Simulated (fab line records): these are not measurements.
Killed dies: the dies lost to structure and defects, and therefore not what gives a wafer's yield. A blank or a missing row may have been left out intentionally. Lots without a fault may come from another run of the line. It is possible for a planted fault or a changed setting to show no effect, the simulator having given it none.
Matching of chambers	flow n5Finfet	rieDiel-03 running N5_BEOL_M3_STRIP_36: 4 sister chambers
The step strips in N2/H2. 14 wafers are shown with their chamber, then 7 later ones without.

## WAFERS PAIRED WITH THEIR CHAMBERS
wafer	chamber	throttleValvePct (%)	showerheadPlenumPTorr (Torr)	oesProductAu (a.u.)
L074.3	1	23.71	2.62	1.00
L074.4	3	23.37	2.67	0.81
L074.5	3	23.41	2.67	0.81
L079.2	3	23.41	2.66	0.81
L079.3	1	23.74	2.62	0.97
L079.4	2	23.54	2.58	0.85
L082.1	1	23.71	2.61	0.96
L082.2	0	24.21	2.52	0.71
L082.6	3	23.42	2.66	0.81
L087.1	3	23.41	2.66	0.79
L087.2	2	23.58	2.57	0.82
L087.3	1	23.74	2.61	0.94
L089.4	3	23.43	2.66	0.79
L089.5	1	23.74	2.61	0.92

SIGNATURES, as means of the wafers listed above
reading	chamber 0	chamber 1	chamber 2	chamber 3	scatter within a chamber
throttleValvePct	24.2100	23.7280	23.5600	23.4083	0.0199
showerheadPlenumPTorr	2.5200	2.6140	2.5750	2.6633	0.00551
oesProductAu	0.7100	0.9580	0.8350	0.8033	0.0216
Rule: for each reading, subtract the chamber's mean from the wafer's reading, divide by that reading's scatter and square the result; add these up over the readings and take the root, which gives the wafer's distance from the chamber. The wafer belongs to the nearest chamber; if the next one is less than 2 further off, it can't be placed. The scatter: the root of (the sum of the squares of (reading less its chamber's mean) over the shown wafers, divided by (wafers less chambers)).

## WAFERS MISSING THEIR CHAMBER
wafer	throttleValvePct (%)	showerheadPlenumPTorr (Torr)	oesProductAu (a.u.)
L089.6	23.56	2.57	0.80
L090.1	24.22	2.52	0.72
L090.2	23.74	2.61	0.91
L090.3	23.45	2.65	0.78
L097.2	23.58	2.56	0.80
L097.3	24.25	2.51	0.69
L097.5	23.45	2.65	0.77

## THE CHAMBER EACH PASSED THROUGH
wafer	from the rows above	in truth
L089.6	2	2
L090.1	0	0
L090.2	1	1
L090.3	3	3
L097.2	2	2
L097.3	0	0
L097.5	3	3
Correct placement for 7 of the 7. Not placeable from these rows: 0. Wrongly placed: 0.
